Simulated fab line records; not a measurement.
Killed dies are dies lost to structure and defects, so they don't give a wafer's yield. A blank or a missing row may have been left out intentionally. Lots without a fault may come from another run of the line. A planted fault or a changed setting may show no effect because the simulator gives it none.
A struck lot beside a sound one | flow n5 finfet | 41 steps out of a route of 1938
Sound: wafers L779.1, L779.3, L779.4. Struck: wafers L763.3, L763.4, L763.6. At the end, the cause is stated.
At each step with rows: each side's tool, then ch and its chambers, then its first start. Under that, the readings that differ: sound wafers | struck wafers | difference of the means | sigmas: that difference in standard deviations of wafers without a fault.
alike: a reading whose means differ by less than 2 such deviations, as well as words and numbers matching on both sides. not compared: withheld readings; readings where some wafer has no value; bounds like >300 that might hide an equal value; numbers whose values overlap and for which the record gives no deviation.
A row with sigmas, a row that says differs or no value, or rows on one side alone: a step with any of these is where the two part. Non-overlapping numbers with no deviation appear without sigmas and do not part them. Lack of a reading on every wafer of one side parts them only where that side has two or more wafers.

first, 12 steps without rows for these wafers: N5_HKMG_FIN_STRIP_33 (strips in N2/H2); N5_HKMG_FIN_STRIP_34 (strips in CF4); N5_HKMG_FIN_ETCH_35 (etches SOC in N2/H2, target depth 215.8 nm, time 243.4 s); N5_HKMG_FIN_STRIP_92 (strips SOC in N2/H2, time 20 s); N5_HKMG_FIN_WET_ETCH_18 (etches TiN in SC1, time 55 s, target depth 5.2 nm, rinse time 30 s); N5_HKMG_FIN_STRIP_19 (strips in N2/H2, time 360 s); N5_HKMG_FIN_ALD_91 (deposits TiN, target thk 1 nm, pulse time 1 s, purge time 3 s); N5_HKMG_FIN_COAT_85 (time 60 s, resist thk 300 nm); N5_HKMG_FIN_ETCH_86 (etches SOC in N2/H2, stops on TiN, target depth 393.2 nm); N5_HKMG_FIN_STRIP_89 (strips SOC in N2/H2, time 20 s); N5_HKMG_FIN_WET_ETCH_87 (etches TiN in SC1, time 154.2 s, target depth 4.7 nm, rinse time 30 s); N5_HKMG_FIN_STRIP_88 (strips in N2/H2, time 360 s).
N5_HKMG_FIN_NWFM_ALD_20: deposits TiAlC, target thk 2 nm, pulse time 3 s, purge time 2 s.
  sound on ald metal-04 ch 0,1,3, day 9 23:40; struck on ald metal-04 ch 0,1, day 6 01:23
  reading              | sound                | struck               | difference | sigmas
  susceptor temp C (C) | 300.00 299.91 299.75 | 288.51 288.40 288.50 | -11.42     | -57
  alike: heater power w, precursor pulse height rel
then, 26 steps without rows for these wafers: N5_HKMG_FIN_ALD_71 (deposits TiN, target thk 1 nm, pulse time 1 s, purge time 3 s); N5_HKMG_FIN_COAT_66 (time 60 s, resist thk 300 nm); N5_HKMG_FIN_ETCH_67 (etches SOC in N2/H2, stops on TiN, target depth 388.9 nm); N5_HKMG_FIN_STRIP_90 (strips SOC in N2/H2, time 20 s); N5_HKMG_FIN_WET_ETCH_73 (etches the open film in SC1, time 42.3 s, target depth 1.3 nm, rinse time 30 s); N5_HKMG_FIN_ETCHBACK_68 (etches the open film in Cl2/Ar, stops on HfO2, target depth 0.5 nm); N5_HKMG_FIN_STRIP_69 (strips in N2/H2, time 360 s); N5_HKMG_FIN_ALD_21 (deposits TiN, target thk 1.5 nm, pulse time 1 s, purge time 3 s); N5_HKMG_FIN_ALD_72 (deposits W, target thk 2 nm, pulse time 1 s, purge time 2 s); N5_HKMG_FIN_W_FILL_22 (material W, target thk 60 nm, time 18.2 s); N5_HKMG_FIN_PRECLEAN_83 (cleans in DIW, time 57.5 s); N5_HKMG_FIN_SRD_84 (dry time 32 s); N5_HKMG_FIN_CMP_23 (polishes, stops on SiNx, t overpolish 10 s, target thk 46.326 nm); N5_HKMG_FIN_CMP_94 (polishes, stops on SiNx, t overpolish 4.7 s, target thk 43.299 nm); N5_GATE_CUT_ETCHBACK_00 (etches W in SF6/Cl2); N5_GATE_CUT_ETCH_56 (etches TiN in Cl2/Ar, target depth 21.6 nm); N5_GATE_CUT_ETCHBACK_30 (etches TiN in Cl2/Ar, target depth 3 nm); N5_GATE_CUT_VAPOR_ETCH_60 (etches HfO2 in BCl3/Cl2); N5_GATE_CUT_ETCH_58 (etches SiNx in CH3F/O2, target depth 17 nm, time 128.6 s); N5_GATE_CUT_STRIP_59 (strips in N2/H2, time 20 s); N5_GATE_CUT_PRECLEAN_31 (cleans in DIW, time 300 s); N5_GATE_CUT_SRD_32 (time 30 s); N5_GATE_CUT_SAC_CAP_01 (material SiNx, target thk 24 nm, pulse time 1 s, ald cycles 480); N5_GATE_CUT_PECVD_57 (deposits SiNx from SiH4/NH3/N2, target thk 21 nm); N5_GATE_CUT_CMP_02 (polishes, stops on SiO2, t overpolish 12.7 s, target thk 0 nm); N5_GATE_CUT_HM_DEP_46 (deposits SiO2 from TEOS/O2, target thk 130 nm, time 26.6 s).
-- record jumps: 4 days separate the struck wafers' starts on either side; left off in module GATE_CUT, taken up again in module BEOL_M4, whose first shown step is the route's number 1111 --
N5_BEOL_M4_RC_MEAS_101:
  sound on prober-01 ch 0, day 14 10:28; struck on prober-02 ch 0, day 9 21:12
  reading             | sound                      | struck                     | difference | sigmas
  IOFF_N (nA/um)      | 0.120 0.162 0.149          | 0.060 0.070 0.085          | -0.072     | -3
  IOFF_N_85C (nA/um)  | 2.5 3.2 3.0                | 1.4 1.6 1.8                | -1.3       | -4
  IOFF_N_LIN (nA/um)  | 0.061 0.076 0.071          | 0.029 0.032 0.039          | -0.036     | -4
  IOFF_N_LONG (nA/um) | 5.23e-05 5.22e-05 5.13e-05 | 3.74e-05 3.77e-05 3.79e-05 | -1.43e-05  | -5
  IOFF_P (nA/um)      | 0.148 0.182 0.175          | 0.204 0.220 0.256          | +0.058     | +2
  IOFF_P_LONG (nA/um) | 8.9e-05 9.1e-05 9.2e-05    | 0.000123 0.000122 0.000126 | +0.000033  | +4
  ION_N (uA/um)       | 673 677 671                | 625 626 641                | -43        | -5
  VT_N (mV)           | 253.3 248.8 249.1          | 273.2 270.7 267.3          | +20.0      | +7
  VT_N_LONG (mV)      | 275.7 278.4 277.3          | 293.4 294.8 294.5          | +17.1      | +9
  VT_N_LVT (mV)       | 98.9 94.3 94.7             | 120.9 119.5 115.2          | +22.6      | +8
  VT_P (mV)           | -257.6 -253.7 -255.6       | -246.8 -248.1 -244.4       | +9.2       | +3
  VT_P_LONG (mV)      | -280.3 -279.6 -280.6       | -267.7 -270.4 -266.7       | +11.9      | +4
  VT_P_LVT (mV)       | -103.1 -98.6 -100.0        | -94.7 -94.8 -91.4          | +6.9       | +4
  alike: DIBL_N, DIBL_P, ION_P, SS_N, SS_P
-- here the record skips 5 days between the struck wafers' starts before and after, leaving off in module BEOL_M4 and picking up in module PASSIVATION (first step shown: number 1936 of the route) --
N5_PASSIVATION_PROBE_49:
  struck on prober-01, day 14 15:22; sound on prober-01, day 19 15:19
  reading              | sound          | struck           | difference | sigmas
  sort_bin_8_speed (%) | 0 0 0          | 18.98 34.66 0.42 | +18.02     |
  sort n pass          | 1061 1057 1062 | 815 639 1050     | -225       | -14
  sort yield pct (%)   | 89.9 89.6 90.0 | 69.1 54.2 89.0   | -19.1      | -15
  alike: defect limited yield, killed_at_M0_to_M3, killed_at_M4_up, killed at contacts, killed at front end, killed at other, killed dies, killed open, killed short, sort_bin_5_function, sort_bin_6_memory

WHERE THEY PART
Earliest at N5_HKMG_FIN_NWFM_ALD_20; latest, in this record, at N5_PASSIVATION_PROBE_49.

WHY: whatever the simulator had introduced
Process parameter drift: ald metal-04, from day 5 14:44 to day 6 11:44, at N5_HKMG_FIN_NWFM_ALD_20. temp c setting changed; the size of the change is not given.
